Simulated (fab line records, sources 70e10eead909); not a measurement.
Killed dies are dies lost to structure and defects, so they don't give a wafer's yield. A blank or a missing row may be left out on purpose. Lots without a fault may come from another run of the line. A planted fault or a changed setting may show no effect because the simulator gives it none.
fab line records | flow nand_harc | part 1 of 2: steps 1 to 15 of 26
record lots=5 wafers=15 last_day=33
route steps=1302 shown A_CHANNEL_HOLE_D2@590 A_CHANNEL_FILL_D2@610
lots that met no fault: from a run of the same line without faults
start_h: hours from the record's first day to the start of the lot's first wafer shown | wait_h: hours since the lot's step before | " the same as in the row above | L1.1+2: a row that stands for several wafers | - no value, or no start given | * or withheld: withheld | < > ~ a bound
route shown NAME@n: a module of which the file shows steps, and the number in the route of the first | usual: mean/standard deviation of fault-free wafers | same: alike in all rows | chamber/n: place in a boat | sites: the reading at each site | _std_site: their standard deviation | _edge_site: outer sites' mean less inner sites' | radius_mm: how far each site lies from the wafer's centre | mask NAME#n: copy n | behind: the tool/chamber that last shaped the wafer | hold: why the lot was held/for how many hours/how that ended | device: the transistor (n, p or np) that didn't switch | end of line: the same wafers' tests at the end of the route | a step without rows: its recipe alone | killed: dies lost to structure and defects at the first sort, not the wafer's yield | map: a wafer's dies, x killed, . not, _ none there
set.NAME: the setting as run; set.NAME@STEP: as run at that earlier step | model.NAME: the simulator's own value behind a step, which no gauge read
lots at some steps of the route; a table a step, a row a wafer
services: from which hour (start_h, from the record's first day; less than 0 if before it) a tool's chamber was out of use, for how many hours, and why
## steps
# step NHARC_A_CHANNEL_HOLE_D2_CD_MEAS_18
# usual cd_nm=99.3/2.5
# columns lot.wafer tool chamber start_h wait_h cd_nm
L079.2 cd_sem-02 - 340.65 - 101.2
L079.3 " - " " 99.9
L079.5 " - " " 97.9
L080.1 cd_sem-02 - 350.54 - 100.7
L080.3 " - " " 98.4
L080.5 " - " " 97.8
L091.1 cd_sem-01 - 452.35 - 93.0
L091.4 " - " " 96.7
L091.5 " - " " 93.2
L096.3 cd_sem-02 - 506.07 - 102.1
L096.4 " - " " 103.2
L096.5 " - " " 102.0
L097.2 cd_sem-03 - 525.59 - 101.8
L097.4 " - " " 99.0
L097.6 " - " " 102.0
# step NHARC_A_CHANNEL_HOLE_D2_ETCH_19
# recipe bias_v=1200 source_w=2500 pressure_mtorr=15 time_s=34.5 ar_flow_sccm=375 c4f8_flow_sccm=28.8 o2_flow_sccm=96.2 temp_c=-20 target_depth_a=* chemistry=C4F8/O2/Ar
# usual drypump_motor_current_A=5.5/0.49 o2_flow_sccm=96.20/0.28 showerhead_plenum_p_Torr=3.74/0.18 throttle_valve_pct=37.038/0.0099
# columns lot.wafer tool chamber start_h wait_h drypump_motor_current_A o2_flow_sccm rf_hours_counter_h showerhead_plenum_p_Torr throttle_valve_pct
L079.2 har_etch-02 1 340.74 0.1 4.8 95.98 374 3.98 37.029
L079.3 " 0 " " 6.1 95.61 - 3.62 37.037
L079.5 " 0 " " 6.1 95.97 - 3.62 37.046
L080.1 har_etch-01 1 354.86 4.3 5.7 96.30 184 3.72 37.032
L080.3 " 0 " " 5.6 96.25 - 3.59 37.045
L080.5 " 1 " " 5.6 96.35 - 3.72 37.032
L091.1 har_etch-02 0 454.03 1.7 6.1 95.95 35 3.97 37.052
L091.4 " 1 " " 4.8 96.30 - 3.94 37.031
L091.5 " 1 " " 4.8 96.57 - 3.94 37.030
L096.3 har_etch-01 0 506.17 0.1 5.6 96.66 - 3.53 37.058
L096.4 " 1 " " 5.6 96.20 - 3.67 37.054
L096.5 " 0 " " 5.6 96.62 - 3.53 37.040
L097.2 har_etch-02 0 525.68 0.1 6.2 96.31 77 3.94 37.025
L097.4 " 0 " " 6.1 96.24 - 3.94 37.023
L097.6 " 1 " " 4.8 96.39 - 3.92 37.029
# step NHARC_A_CHANNEL_HOLE_D2_ETCH_20
# recipe bias_v=3000 source_w=withheld pressure_mtorr=20 time_s=361.9 ar_flow_sccm=375 c4f8_flow_sccm=89.3 o2_flow_sccm=35.7 temp_c=-20 target_depth_a=16000 chemistry=C4F8/O2/Ar
# usual drypump_motor_current_A=5.5/0.49 o2_flow_sccm=35.70/0.1 showerhead_plenum_p_Torr=3.70/0.17 throttle_valve_pct=32.154/0.0075
# columns lot.wafer tool chamber start_h wait_h drypump_motor_current_A o2_flow_sccm rf_hours_counter_h showerhead_plenum_p_Torr throttle_valve_pct
L079.2 har_etch-02 1 340.89 0.1 4.8 35.78 374 3.92 32.143
L079.3 " 0 " " 6.2 35.56 - 3.58 32.149
L079.5 " 0 " " 6.1 35.62 - 3.58 32.136
L080.1 har_etch-01 1 354.97 0.1 5.7 35.72 184 3.68 32.151
L080.3 " 0 " " 5.6 35.70 - 3.55 32.168
L080.5 " 1 " " 5.6 35.77 - 3.68 32.153
L091.1 har_etch-02 0 454.17 0.1 6.1 35.66 35 3.91 32.151
L091.4 " 1 " " 4.8 35.62 - 3.89 32.161
L091.5 " 1 " " 4.8 35.62 - 3.89 32.155
L096.3 har_etch-01 0 506.35 0.2 5.6 35.60 - 3.50 32.147
L096.4 " 1 " " 5.6 35.55 - 3.63 32.145
L096.5 " 0 " " 5.6 35.68 - 3.50 32.149
L097.2 har_etch-02 0 525.83 0.1 6.2 35.73 77 3.89 32.153
L097.4 " 0 " " 6.1 35.74 - 3.89 32.153
L097.6 " 1 " " 4.8 35.63 - 3.87 32.152
# step NHARC_A_CHANNEL_HOLE_D2_ETCH_21
# recipe bias_v=3000 source_w=withheld pressure_mtorr=20 time_s=514.3 ar_flow_sccm=375 c4f8_flow_sccm=89.3 o2_flow_sccm=35.7 temp_c=-20 target_depth_a=16000 chemistry=C4F8/O2/Ar
# usual drypump_motor_current_A=5.5/0.49 o2_flow_sccm=35.73/0.1 showerhead_plenum_p_Torr=3.70/0.17 throttle_valve_pct=32.156/0.0096
# columns lot.wafer tool chamber start_h wait_h drypump_motor_current_A o2_flow_sccm rf_hours_counter_h showerhead_plenum_p_Torr throttle_valve_pct
L079.2 har_etch-02 1 341.23 0.3 4.9 35.79 374 3.92 32.149
L079.3 " 0 " " 6.2 35.52 - 3.58 32.177
L079.5 " 0 " " 6.2 35.63 - 3.58 32.152
L080.1 har_etch-01 1 355.29 0.3 5.6 35.75 184 3.68 32.160
L080.3 " 0 " " 5.6 35.85 - 3.55 32.152
L080.5 " 1 " " 5.6 35.88 - 3.68 32.161
L091.1 har_etch-02 0 454.50 0.3 6.1 35.55 35 3.91 32.154
L091.4 " 1 " " 4.8 35.75 - 3.89 32.163
L091.5 " 1 " " 4.8 35.68 - 3.89 32.165
L096.3 har_etch-01 0 506.71 0.3 5.6 35.66 - 3.50 32.176
L096.4 " 1 " " 5.6 35.64 - 3.63 32.148
L096.5 " 0 " " 5.6 35.75 - 3.50 32.156
L097.2 har_etch-02 0 526.16 0.3 6.1 35.98 77 3.89 32.159
L097.4 " 0 " " 6.1 35.52 - 3.89 32.161
L097.6 " 1 " " 4.8 35.61 - 3.87 32.154
# step NHARC_A_CHANNEL_HOLE_D2_ETCH_22
# recipe bias_v=3000 source_w=withheld pressure_mtorr=20 time_s=666.7 ar_flow_sccm=375 c4f8_flow_sccm=89.3 o2_flow_sccm=35.7 temp_c=-20 target_depth_a=16000 chemistry=C4F8/O2/Ar
# usual drypump_motor_current_A=5.5/0.49 o2_flow_sccm=35.69/0.11 showerhead_plenum_p_Torr=3.70/0.17 throttle_valve_pct=32.155/0.0092
# columns lot.wafer tool chamber start_h wait_h drypump_motor_current_A o2_flow_sccm rf_hours_counter_h showerhead_plenum_p_Torr throttle_valve_pct
L079.2 har_etch-02 1 341.69 0.4 4.8 35.64 374 3.92 32.154
L079.3 " 0 " " 6.2 35.65 - 3.58 32.167
L079.5 " 0 " " 6.2 35.82 - 3.58 32.172
L080.1 har_etch-01 1 355.73 0.4 5.6 35.86 184 3.68 32.160
L080.3 " 0 " " 5.6 35.65 - 3.55 32.151
L080.5 " 1 " " 5.6 35.78 - 3.68 32.155
L091.1 har_etch-02 0 454.97 0.4 6.1 35.73 35 3.91 32.158
L091.4 " 1 " " 4.8 35.59 - 3.89 32.161
L091.5 " 1 " " 4.8 35.70 - 3.89 32.151
L096.3 har_etch-01 0 507.19 0.4 5.6 35.63 - 3.50 32.154
L096.4 " 1 " " 5.6 35.63 - 3.63 32.153
L096.5 " 0 " " 5.6 35.47 - 3.50 32.148
L097.2 har_etch-02 0 526.63 0.4 6.2 35.64 77 3.89 32.147
L097.4 " 0 " " 6.2 35.51 - 3.89 32.150
L097.6 " 1 " " 4.8 35.58 - 3.87 32.139
# step NHARC_A_CHANNEL_HOLE_D2_ETCH_23
# recipe bias_v=5000 source_w=withheld pressure_mtorr=20 time_s=819 ar_flow_sccm=375 c4f8_flow_sccm=89.3 o2_flow_sccm=35.7 temp_c=-20 target_depth_a=16000 chemistry=C4F8/O2/Ar
# usual drypump_motor_current_A=5.5/0.49 o2_flow_sccm=35.69/0.11 showerhead_plenum_p_Torr=3.70/0.17 throttle_valve_pct=32.153/0.0095
# columns lot.wafer tool chamber start_h wait_h drypump_motor_current_A o2_flow_sccm rf_hours_counter_h showerhead_plenum_p_Torr throttle_valve_pct
L079.2 har_etch-02 1 342.29 0.5 4.8 35.64 375 3.92 32.143
L079.3 " 0 " " 6.1 35.70 - 3.58 32.142
L079.5 " 0 " " 6.2 35.68 - 3.58 32.166
L080.1 har_etch-01 1 356.30 0.5 5.6 35.74 185 3.68 32.147
L080.3 " 0 " " 5.6 35.75 - 3.55 32.148
L080.5 " 1 " " 5.6 35.73 - 3.68 32.154
L091.1 har_etch-02 0 455.55 0.5 6.2 35.74 36 3.91 32.145
L091.4 " 1 " " 4.8 35.79 - 3.89 32.149
L091.5 " 1 " " 4.9 35.69 - 3.89 32.151
L096.3 har_etch-01 0 507.79 0.5 5.6 35.63 - 3.50 32.163
L096.4 " 1 " " 5.6 35.65 - 3.63 32.145
L096.5 " 0 " " 5.6 35.45 - 3.50 32.166
L097.2 har_etch-02 0 527.21 0.5 6.2 35.91 78 3.89 32.144
L097.4 " 0 " " 6.2 35.93 - 3.89 32.162
L097.6 " 1 " " 4.8 35.68 - 3.87 32.143
# step NHARC_A_CHANNEL_HOLE_D2_ETCH_24
# recipe bias_v=5000 source_w=withheld pressure_mtorr=20 time_s=906.2 ar_flow_sccm=375 c4f8_flow_sccm=93.8 o2_flow_sccm=31.2 temp_c=-20 target_depth_a=15000 chemistry=C4F8/O2/Ar
# usual drypump_motor_current_A=5.5/0.49 o2_flow_sccm=31.18/0.093 showerhead_plenum_p_Torr=3.69/0.17 throttle_valve_pct=32.235/0.0095
# columns lot.wafer tool chamber start_h wait_h drypump_motor_current_A o2_flow_sccm rf_hours_counter_h showerhead_plenum_p_Torr throttle_valve_pct
L079.2 har_etch-02 1 343.00 0.6 4.8 31.19 376 3.92 32.235
L079.3 " 0 " " 6.2 31.21 - 3.57 32.237
L079.5 " 0 " " 6.1 31.20 - 3.57 32.234
L080.1 har_etch-01 1 357.00 0.6 5.6 31.06 186 3.68 32.228
L080.3 " 0 " " 5.6 31.21 - 3.54 32.253
L080.5 " 1 " " 5.6 31.30 - 3.68 32.228
L091.1 har_etch-02 0 456.26 0.6 6.1 31.30 37 3.91 32.249
L091.4 " 1 " " 4.8 31.14 - 3.89 32.227
L091.5 " 1 " " 4.8 31.09 - 3.89 32.229
L096.3 har_etch-01 0 508.50 0.6 5.6 31.01 - 3.49 32.255
L096.4 " 1 " " 5.6 31.15 - 3.63 32.239
L096.5 " 0 " " 5.6 31.17 - 3.49 32.240
L097.2 har_etch-02 0 527.91 0.6 6.1 31.33 79 3.88 32.232
L097.4 " 0 " " 6.1 31.23 - 3.88 32.223
L097.6 " 1 " " 4.8 31.16 - 3.86 32.239
# step NHARC_A_CHANNEL_HOLE_D2_ETCH_25
# recipe bias_v=5000 source_w=withheld pressure_mtorr=20 time_s=1040.2 ar_flow_sccm=375 c4f8_flow_sccm=93.8 o2_flow_sccm=31.2 temp_c=-20 target_depth_a=15000 chemistry=C4F8/O2/Ar
# usual drypump_motor_current_A=5.5/0.49 o2_flow_sccm=31.21/0.09 showerhead_plenum_p_Torr=3.69/0.17 throttle_valve_pct=32.236/0.009
# columns lot.wafer tool chamber start_h wait_h drypump_motor_current_A o2_flow_sccm rf_hours_counter_h showerhead_plenum_p_Torr throttle_valve_pct
L079.2 har_etch-02 1 343.78 0.7 4.8 31.15 377 3.92 32.239
L079.3 " 0 " " 6.1 31.23 - 3.57 32.238
L079.5 " 0 " " 6.1 31.11 - 3.57 32.226
L080.1 har_etch-01 1 357.76 0.6 5.6 31.17 186 3.68 32.219
L080.3 " 0 " " 5.6 31.28 - 3.54 32.223
L080.5 " 1 " " 5.6 31.15 - 3.68 32.251
L091.1 har_etch-02 0 457.04 0.7 6.1 31.24 38 3.91 32.258
L091.4 " 1 " " 4.8 31.22 - 3.88 32.242
L091.5 " 1 " " 4.9 31.22 - 3.88 32.231
L096.3 har_etch-01 0 509.30 0.7 5.6 30.91 - 3.49 32.242
L096.4 " 1 " " 5.6 31.20 - 3.62 32.256
L096.5 " 0 " " 5.6 31.11 - 3.49 32.225
L097.2 har_etch-02 0 528.71 0.7 6.1 31.15 79 3.88 32.240
L097.4 " 0 " " 6.1 31.24 - 3.88 32.247
L097.6 " 1 " " 4.8 31.26 - 3.86 32.230
# step NHARC_A_CHANNEL_HOLE_D2_ETCH_26
# recipe bias_v=300 source_w=2000 pressure_mtorr=30 time_s=224.1 ar_flow_sccm=375 c4f8_flow_sccm=11.4 o2_flow_sccm=113.6 temp_c=-20 target_depth_a=3000 chemistry=C4F8/O2/Ar
# usual drypump_motor_current_A=5.5/0.49 o2_flow_sccm=113.6/0.34 showerhead_plenum_p_Torr=3.74/0.18 throttle_valve_pct=24.584/0.0094
# columns lot.wafer tool chamber start_h wait_h drypump_motor_current_A o2_flow_sccm rf_hours_counter_h showerhead_plenum_p_Torr throttle_valve_pct
L079.2 har_etch-02 1 344.54 0.6 4.8 114.0 377 3.98 24.583
L079.3 " 0 " " 6.2 113.6 - 3.62 24.573
L079.5 " 0 " " 6.2 114.4 - 3.62 24.593
L080.1 har_etch-01 1 358.64 0.7 5.6 113.2 187 3.73 24.590
L080.3 " 0 " " 5.6 114.4 - 3.59 24.586
L080.5 " 1 " " 5.6 114.3 - 3.73 24.582
L091.1 har_etch-02 0 457.81 0.6 6.1 113.2 38 3.97 24.607
L091.4 " 1 " " 4.8 113.1 - 3.95 24.577
L091.5 " 1 " " 4.8 113.7 - 3.95 24.592
L096.3 har_etch-01 0 - - 5.6 113.7 - 3.53 24.591
L096.4 " 1 " " 5.6 113.5 - 3.67 24.581
L096.5 " 0 " " 5.6 114.1 - 3.53 24.582
L097.2 har_etch-02 0 529.48 0.6 6.1 113.4 80 3.94 24.592
L097.4 " 0 " " 6.1 113.4 - 3.94 24.583
L097.6 " 1 " " 4.8 113.3 - 3.92 24.568
# step NHARC_A_CHANNEL_HOLE_D2_ETCH_27
# recipe bias_v=400 source_w=2000 pressure_mtorr=25 time_s=90 ar_flow_sccm=375 c4f8_flow_sccm=41.7 o2_flow_sccm=83.3 temp_c=-20 target_depth_a=4000 chemistry=C4F8/O2/Ar
# usual drypump_motor_current_A=5.5/0.49 o2_flow_sccm=83.29/0.25 showerhead_plenum_p_Torr=3.74/0.17 throttle_valve_pct=27.620/0.0093
# columns lot.wafer tool chamber start_h wait_h drypump_motor_current_A o2_flow_sccm rf_hours_counter_h showerhead_plenum_p_Torr throttle_valve_pct
L079.2 har_etch-02 1 344.74 0.2 4.8 83.23 377 3.97 27.628
L079.3 " 0 " " 6.2 83.60 - 3.61 27.609
L079.5 " 0 " " 6.1 82.82 - 3.61 27.621
L080.1 har_etch-01 1 358.84 0.2 5.6 83.10 187 3.72 27.618
L080.3 " 0 " " 5.6 83.09 - 3.58 27.627
L080.5 " 1 " " 5.6 83.23 - 3.72 27.616
L091.1 har_etch-02 0 458.01 0.2 6.2 83.77 38 3.96 27.613
L091.4 " 1 " " 4.8 83.15 - 3.94 27.604
L091.5 " 1 " " 4.8 83.27 - 3.94 27.630
L096.3 har_etch-01 0 - - 5.6 83.34 - 3.53 27.602
L096.4 " 1 " " 5.6 83.22 - 3.67 27.617
L096.5 " 0 " " 5.6 83.15 - 3.53 27.634
L097.2 har_etch-02 0 529.67 0.2 6.1 83.63 80 3.93 27.628
L097.4 " 0 " " 6.1 83.50 - 3.93 27.625
L097.6 " 1 " " 4.8 82.77 - 3.91 27.605
# step NHARC_A_CHANNEL_HOLE_D2_STRIP_41
# recipe n2_flow_sccm=150 h2_flow_sccm=150 ar_flow_sccm=0 bias_w=0 chemistry=N2/H2
# columns lot.wafer tool chamber start_h wait_h
L079.3+2+5 rie_diel-02 1,2,3 345.26 0.5
L080.3+1+5 rie_diel-13 3,0,3 359.37 0.4
L091.1+4+5 rie_diel-02 0,3,0 458.51 0.5
L096.4+3+5 rie_diel-02 0,2,0 510.59 -
L097.2+4+6 rie_diel-02 1,3,2 530.17 0.5
# step NHARC_A_CHANNEL_HOLE_D2_STRIP_42
# recipe cf4_flow_sccm=100 chf3_flow_sccm=30 ar_flow_sccm=0 bias_w=0 chemistry=CF4/CHF3
# columns lot.wafer tool chamber start_h wait_h
L079.2+3+5 rie_diel-02 1,2,1 345.34 0.1
L080.1+3+5 rie_diel-13 1,0,3 359.48 0.1
L091.4+1+5 rie_diel-02 0,2,0 458.61 0.1
L096.3+4+5 rie_diel-02 1,3,1 510.69 0.1
L097.4+2+6 rie_diel-02 1,2,3 530.27 0.1
# step NHARC_A_CHANNEL_HOLE_D2_STRIP_43
# recipe o2_flow_sccm=400 cos_flow_sccm=20 ar_flow_sccm=0 bias_w=0 chemistry=O2/COS
# columns lot.wafer tool chamber start_h wait_h
L079.3+2+5 rie_diel-02 2,3,1 345.40 0.1
L080.1+3+5 rie_diel-13 0,1,1 359.55 0.1
L091.4+1+5 rie_diel-02 2,0,3 458.67 0.1
L096.4+3+5 rie_diel-02 2,3,1 510.75 0.1
L097.4+2+6 rie_diel-02 2,3,1 530.33 0.1
# step NHARC_A_CHANNEL_HOLE_D2_ETCH_44
# recipe target_depth_a=1400 overetch_a=140 time_s=77 ion_energy_ev=100 cf4_flow_sccm=80 o2_flow_sccm=20 ar_flow_sccm=0 rf_w=300 bias_w=100 chemistry=CF4/O2
# usual drypump_motor_current_A=5.9/0.41 o2_flow_sccm=20.00/0.053 oes_f_703_au=1.000/0.0049 oes_product_au=1.001/0.0089 rf_vpp_V=198.4/1.8 showerhead_plenum_p_Torr=1.36/0.074 throttle_valve_pct=13.397/0.0096
# columns lot.wafer tool chamber start_h wait_h drypump_motor_current_A o2_flow_sccm oes_f_703_au oes_product_au rf_hours_counter_h rf_vpp_V showerhead_plenum_p_Torr throttle_valve_pct
L079.3 rie_diel-02 2 345.46 0.1 6.1 19.98 1.004 0.998 6.9 199.3 1.43 13.402
L079.2 " 0 " " 6.0 19.98 0.998 1.007 6.7 196.3 1.24 13.392
L079.5 " 1 " " 6.0 20.04 0.995 1.002 - 201.3 1.43 13.407
L080.3 rie_diel-13 1 359.63 0.1 5.3 19.95 1.012 0.998 1.1 200.8 1.41 13.409
L080.1 " 3 " " 4.9 20.06 0.991 1.002 1.1 200.3 1.40 13.408
L080.5 " 3 " " 4.8 20.10 0.999 1.003 - 199.1 1.40 13.403
L091.1 rie_diel-02 3 458.73 0.1 5.9 19.99 0.991 0.999 1.9 200.4 1.41 13.402
L091.4 " 2 " " 6.1 20.04 1.004 0.999 2.9 201.3 1.43 13.409
L091.5 " 3 " " 5.9 19.98 0.998 1.008 - 199.5 1.41 13.401
L096.3 rie_diel-02 1 510.82 0.1 6.0 19.97 0.999 1.007 7.0 201.6 1.42 13.391
L096.4 " 2 " " 6.1 19.97 0.997 0.999 6.6 199.6 1.42 13.415
L096.5 " 0 " " 6.0 20.01 0.996 0.999 - 196.7 1.24 13.412
L097.4 rie_diel-02 3 530.39 0.1 5.9 20.02 0.999 0.983 5.7 199.3 1.41 13.397
L097.2 " 1 " " 6.0 19.98 0.998 1.008 8.4 199.2 1.42 13.403
L097.6 " 2 " " 6.1 19.98 1.005 1.007 - 199.2 1.42 13.395
# step NHARC_A_CHANNEL_HOLE_D2_STRIP_28
# recipe o2_flow_sccm=500 ar_flow_sccm=0 bias_w=0 chemistry=O2
# usual drypump_motor_current_A=5.9/0.42 o2_flow_sccm=500.2/1.5 oes_product_au=1.002/0.009 rf_vpp_V=57.9/0.97 showerhead_plenum_p_Torr=3.59/0.19 throttle_valve_pct=17.036/0.0088
# columns lot.wafer tool chamber start_h wait_h drypump_motor_current_A o2_flow_sccm oes_product_au rf_hours_counter_h rf_vpp_V showerhead_plenum_p_Torr throttle_valve_pct
L079.2 rie_diel-02 2 - - 6.1 500.6 1.000 6.9 58.8 3.76 17.048
L079.3 " 0 " " 6.0 498.8 1.019 6.7 57.3 3.29 17.030
L079.5 " 2 " " 6.1 500.5 1.003 - 56.8 3.76 17.039
L080.1 rie_diel-13 1 - - 5.4 499.4 1.005 1.1 58.0 3.72 17.062
L080.3 " 3 " " 4.9 502.2 0.998 1.1 57.3 3.69 17.047
L080.5 " 1 " " 5.3 500.0 1.001 - 58.3 3.72 17.020
L091.4 rie_diel-02 2 - - 6.0 498.7 0.996 2.9 58.2 3.76 17.039
L091.1 " 3 " " 6.0 500.9 1.002 1.9 58.3 3.72 17.058
L091.5 " 3 " " 5.9 498.6 1.006 - 59.6 3.72 17.034
L096.4 rie_diel-02 0 - - 6.0 498.4 1.008 6.0 57.8 3.28 17.047
L096.3 " 3 " " 6.0 500.2 0.991 4.9 57.8 3.72 17.041
L096.5 " 0 " " 6.0 500.6 1.004 - 57.8 3.28 17.024
L097.4 rie_diel-02 3 - - 5.9 499.2 0.995 5.8 56.7 3.72 17.039
L097.2 " 0 " " 6.0 501.6 1.000 7.6 56.6 3.28 17.046
L097.6 " 0 " " 6.0 501.7 1.002 - 57.7 3.28 17.033
